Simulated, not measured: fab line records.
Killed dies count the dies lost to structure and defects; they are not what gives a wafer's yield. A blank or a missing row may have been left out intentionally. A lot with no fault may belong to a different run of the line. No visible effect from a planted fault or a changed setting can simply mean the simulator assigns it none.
Matching of chambers | flow nand_harc | NHARC_A_CHANNEL_FILL_D1_ALD_16 on ald_hk-03 has 4 sister chambers
The step deposits SiO2, target thk 1.5 nm, pulse time 10 s, ald cycles 15. 16 wafers are shown with their chamber, then 8 later ones without.

EACH WAFER AND ITS CHAMBER
wafer  | chamber | heater_power_w (W) | precursor_pulse_height_rel | susceptor_temp_C (C)
L078.1 | 2       | 522                | 0.981                      | 300.08
L078.2 | 0       | 516                | 0.970                      | 299.99
L078.5 | 0       | 520                | 0.996                      | 300.28
L080.2 | 3       | 462                | 1.013                      | 299.93
L080.3 | 1       | 461                | 1.008                      | 300.28
L080.5 | 0       | 516                | 0.997                      | 300.02
L087.2 | 0       | 516                | 1.006                      | 299.94
L087.3 | 1       | 456                | 1.009                      | 299.83
L087.4 | 2       | 528                | 1.002                      | 299.90
L089.3 | 0       | 512                | 1.016                      | 299.88
L089.4 | 2       | 538                | 0.990                      | 299.94
L089.5 | 3       | 446                | 1.001                      | 299.80
L093.1 | 2       | 538                | 0.976                      | 299.85
L093.2 | 1       | 451                | 1.035                      | 300.47
L093.4 | 3       | 462                | 0.982                      | 299.80
L095.3 | 1       | 455                | 1.005                      | 299.91

SIGNATURES (averages over the wafers above)
reading                    | chamber 0 | chamber 1 | chamber 2 | chamber 3 | scatter within a chamber
heater_power_w             | 516.00    | 455.75    | 531.50    | 456.67    | 6.06
precursor_pulse_height_rel | 0.99700   | 1.01425   | 0.98725   | 0.99867   | 0.0148
susceptor_temp_C           | 300.0220  | 300.1225  | 299.9425  | 299.8433  | 0.185
Rule: for a wafer and a chamber, the distance is found by dividing, reading by reading, the gap between the wafer's reading and the chamber's mean by the reading's scatter, squaring, summing and taking the root. The wafer belongs to the nearest chamber; if the next one is less than 2 further off, it can't be placed. How the scatter is found: for the shown wafers, subtract from each reading the mean of its chamber, square and add these, divide the total by (wafers less chambers), then take the root.

WAFERS MISSING THEIR CHAMBER
wafer  | heater_power_w (W) | precursor_pulse_height_rel | susceptor_temp_C (C)
L095.4 | 467                | 1.009                      | 299.87
L095.6 | 439                | 0.992                      | 300.28
L095.1 | 511                | 0.986                      | 299.88
L095.2 | 497                | 1.038                      | 299.99
L095.5 | 521                | 1.016                      | 299.96
L097.3 | 506                | 0.977                      | 300.17
L097.4 | 470                | 0.984                      | 299.89
L097.5 | 454                | 1.021                      | 300.09

WHICH CHAMBER EACH WENT THROUGH
wafer  | from the rows above     | in truth
L095.4 | can't be placed: 3 or 1 | 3
L095.6 | can't be placed: 1 or 3 | 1
L095.1 | 0                       | 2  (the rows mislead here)
L095.2 | 0                       | 0
L095.5 | can't be placed: 0 or 2 | 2
L097.3 | 0                       | 0
L097.4 | can't be placed: 3 or 1 | 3
L097.5 | can't be placed: 1 or 3 | 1
Correct placement for 2 of the 8. These rows do not allow placing 5 (true chamber among the candidates in 5). Wrongly placed: 1.
